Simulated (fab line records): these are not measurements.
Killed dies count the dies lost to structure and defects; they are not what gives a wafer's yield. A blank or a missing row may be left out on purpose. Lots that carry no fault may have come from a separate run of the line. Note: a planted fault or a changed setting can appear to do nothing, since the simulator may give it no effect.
Matching of chambers    flow n5-finfet    N5_BEOL_M1_STRIP_66 on rie-diel-06: 4 sister chambers
The step strips in CF4. 4 wafers are shown with their chamber, then 10 later ones without.

== EACH WAFER AND ITS CHAMBER ==
wafer   chamber  throttle-valve-pct (%)
L087.1  2        13.36
L087.3  3        13.69
L089.2  0        13.24
L089.3  1        13.36

== WAFERS MISSING THEIR CHAMBER ==
wafer   throttle-valve-pct (%)
L089.4  13.70
L094.1  13.27
L094.2  13.36
L094.5  13.27
L095.2  13.72
L095.3  13.37
L095.4  13.27
L097.2  13.39
L097.4  13.72
L097.5  13.39

== CHAMBER TAKEN BY EACH ==
wafer   from the rows above      in truth
L089.4  3                        3
L094.1  0                        0
L094.2  can't be placed: 1 or 2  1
L094.5  0                        0
L095.2  3                        3
L095.3  can't be placed: 1 or 2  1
L095.4  0                        0
L097.2  can't be placed: 1 or 2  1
L097.4  3                        3
L097.5  can't be placed: 1 or 2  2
Placed correctly: 6 of 10. Unplaceable from these rows: 4, with the true chamber sitting among the candidates in 4. Placed wrongly: 0.
How it was worked out, from the rows above alone: a wafer's distance from a chamber is the root of the sum, over the readings, of the square of ((its reading less the chamber's mean) divided by the reading's scatter). If the next closest chamber is less than 2 further off than the closest, the wafer can't be placed; otherwise it belongs to the closest. The mean given for a chamber averages the wafers shown for that chamber. The scatter (one wafer shown for each chamber): square how far every hidden wafer sits from the nearest shown wafer, average those squares and take the square root.
